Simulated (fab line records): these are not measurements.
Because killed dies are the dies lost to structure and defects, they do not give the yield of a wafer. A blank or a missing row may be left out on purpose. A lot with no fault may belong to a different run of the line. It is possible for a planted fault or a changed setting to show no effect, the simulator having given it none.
Matching of chambers :: flow n5 finfet :: 4 sister chambers for N5_BEOL_M7_ETCH_66 on rie diel-03
The step etches SOC in N2/H2, target depth 80 nm, overetch 16 nm, time 120 s. 4 wafers are shown with their chamber, then 9 later ones without.

WAFERS PAIRED WITH THEIR CHAMBERS
wafer: L084.4
chamber: 3
showerhead plenum p Torr (Torr): 2.39

wafer: L086.1
chamber: 1
showerhead plenum p Torr (Torr): 2.63

wafer: L086.3
chamber: 0
showerhead plenum p Torr (Torr): 2.62

wafer: L086.5
chamber: 2
showerhead plenum p Torr (Torr): 2.68

WAFERS WITHOUT THEIR CHAMBER
wafer: L089.1
showerhead plenum p Torr (Torr): 2.62

wafer: L089.2
showerhead plenum p Torr (Torr): 2.63

wafer: L089.5
showerhead plenum p Torr (Torr): 2.62

wafer: L091.1
showerhead plenum p Torr (Torr): 2.68

wafer: L091.2
showerhead plenum p Torr (Torr): 2.63

wafer: L091.6
showerhead plenum p Torr (Torr): 2.68

wafer: L093.1
showerhead plenum p Torr (Torr): 2.62

wafer: L093.2
showerhead plenum p Torr (Torr): 2.67

wafer: L093.3
showerhead plenum p Torr (Torr): 2.62

THE CHAMBER EACH PASSED THROUGH
wafer: L089.1
from the rows above: 0
in truth: 0

wafer: L089.2
from the rows above: 1
in truth: 1

wafer: L089.5
from the rows above: 0
in truth: 0

wafer: L091.1
from the rows above: 2
in truth: 2

wafer: L091.2
from the rows above: 1
in truth: 1

wafer: L091.6
from the rows above: 2
in truth: 2

wafer: L093.1
from the rows above: 0
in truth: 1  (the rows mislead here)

wafer: L093.2
from the rows above: 2
in truth: 2

wafer: L093.3
from the rows above: 0
in truth: 0
Correctly placed: 8 of 9. Left unplaced by these rows: 0. Placed wrongly: 1.
How it was worked out, from the rows above alone: a wafer's distance from a chamber is the root of the sum, over the readings, of the square of ((its reading less the chamber's mean) divided by the reading's scatter). The wafer belongs to the nearest chamber; if the next one is less than 2 further off, it can't be placed. Each chamber's mean is taken over the wafers shown for it. The scatter (one wafer shown for each chamber): square how far every hidden wafer sits from the nearest shown wafer, average those squares and take the square root.
